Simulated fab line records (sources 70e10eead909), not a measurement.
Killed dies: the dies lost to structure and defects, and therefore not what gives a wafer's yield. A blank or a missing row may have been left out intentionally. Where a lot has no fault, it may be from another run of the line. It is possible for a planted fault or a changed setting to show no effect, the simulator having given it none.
Matching of chambers ; flow nand-harc ; cmp-01 running NHARC_A_CONTACT_CMP_20: 4 sister chambers
The step polishes, t overpolish 30 s, target thk 300 nm. 4 wafers are shown with their chamber, then 7 later ones without.

== EACH WAFER AND ITS CHAMBER ==
wafer;chamber;motor-current-A (A)
L078.3;1;11.5
L080.1;0;12.6
L092.1;3;10.3
L092.2;2;12.6

== WAFERS WHOSE CHAMBER IS MISSING ==
wafer;motor-current-A (A)
L092.3;12.9
L090.1;11.6
L090.3;11.7
L090.6;11.3
L091.4;10.0
L091.5;9.9
L091.6;11.9

== CHAMBER TAKEN BY EACH ==
wafer;from the rows above;in truth
L092.3;can't be placed: 0 or 2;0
L090.1;1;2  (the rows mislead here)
L090.3;1;1
L090.6;1;1
L091.4;3;3
L091.5;3;3
L091.6;can't be placed: 1 or 0 or 2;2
4 of 7 placed correctly. From these rows, 2 cannot be placed; in 2 the true chamber is one of the candidates. Number placed wrongly: 1.
How it was worked out, from the rows above alone: a wafer's distance from a chamber is the root of the sum, over the readings, of the square of ((its reading less the chamber's mean) divided by the reading's scatter). The wafer belongs to the nearest chamber; if the next one is less than 2 further off, it can't be placed. A chamber's mean is the mean of its shown wafers. The scatter: root of mean squared gap, hidden wafer to nearest shown wafer, with one shown wafer a chamber.
